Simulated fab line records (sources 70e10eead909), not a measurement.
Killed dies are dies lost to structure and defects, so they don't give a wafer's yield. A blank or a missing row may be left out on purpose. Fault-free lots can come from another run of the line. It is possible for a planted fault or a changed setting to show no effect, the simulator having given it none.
Chamber matching + flow nand harc + rie diel-01 running NHARC_A_BLC_STRIP_29: 4 sister chambers
The step strips in CF4. 14 wafers are shown with their chamber, then 7 later ones without.

## WAFERS WITH THEIR CHAMBER
| wafer  | chamber | showerhead plenum p Torr (Torr) | rf vpp V (V) | cf4 flow sccm (sccm) |
|--------|---------|---------------------------------|--------------|----------------------|
| L074.2 | 1       | 1.88                            | 60.1         | 149.9                |
| L074.3 | 0       | 1.84                            | 61.3         | 150.0                |
| L074.4 | 2       | 1.66                            | 58.5         | 150.1                |
| L079.2 | 0       | 1.84                            | 59.3         | 150.8                |
| L079.4 | 0       | 1.84                            | 59.6         | 150.5                |
| L079.5 | 1       | 1.87                            | 59.7         | 148.8                |
| L081.4 | 0       | 1.84                            | 58.9         | 150.2                |
| L081.5 | 1       | 1.88                            | 59.8         | 149.8                |
| L081.6 | 2       | 1.66                            | 57.5         | 150.2                |
| L085.1 | 3       | 1.72                            | 58.8         | 150.1                |
| L085.4 | 2       | 1.66                            | 58.8         | 149.6                |
| L085.5 | 3       | 1.72                            | 59.7         | 149.6                |
| L090.1 | 1       | 1.87                            | 59.5         | 149.5                |
| L090.3 | 1       | 1.87                            | 59.6         | 150.3                |

SIGNATURES, as means of the wafers listed above
| reading                  | chamber 0 | chamber 1 | chamber 2 | chamber 3 | scatter within a chamber |
|--------------------------|-----------|-----------|-----------|-----------|--------------------------|
| showerhead plenum p Torr | 1.8400    | 1.8740    | 1.6600    | 1.7200    | 0.00346                  |
| rf vpp V                 | 59.775    | 59.740    | 58.267    | 59.250    | 0.699                    |
| cf4 flow sccm            | 150.375   | 149.660   | 149.967   | 149.850   | 0.442                    |
Rule: a wafer's distance from a chamber is the root of the sum, over the readings, of the square of ((its reading less the chamber's mean) divided by the reading's scatter). If the next closest chamber is less than 2 further off than the closest, the wafer can't be placed; otherwise it belongs to the closest. The scatter: take each reading less its chamber's mean, square it, sum over the shown wafers, divide by the number of wafers less the number of chambers, and take the root.

## WAFERS WHOSE CHAMBER IS MISSING
| wafer  | showerhead plenum p Torr (Torr) | rf vpp V (V) | cf4 flow sccm (sccm) |
|--------|---------------------------------|--------------|----------------------|
| L090.4 | 1.66                            | 59.2         | 150.4                |
| L092.1 | 1.87                            | 58.9         | 149.5                |
| L092.2 | 1.66                            | 58.9         | 150.0                |
| L092.4 | 1.72                            | 60.5         | 149.3                |
| L093.1 | 1.84                            | 60.3         | 150.0                |
| L093.3 | 1.72                            | 59.6         | 150.3                |
| L093.5 | 1.87                            | 62.0         | 150.3                |

## WHICH CHAMBER EACH WENT THROUGH
| wafer  | from the rows above | in truth |
|--------|---------------------|----------|
| L090.4 | 2                   | 2        |
| L092.1 | 1                   | 1        |
| L092.2 | 2                   | 2        |
| L092.4 | 3                   | 3        |
| L093.1 | 0                   | 0        |
| L093.3 | 3                   | 3        |
| L093.5 | 1                   | 1        |
Correct placement for 7 of the 7. Not placeable from these rows: 0. Wrongly placed: 0.
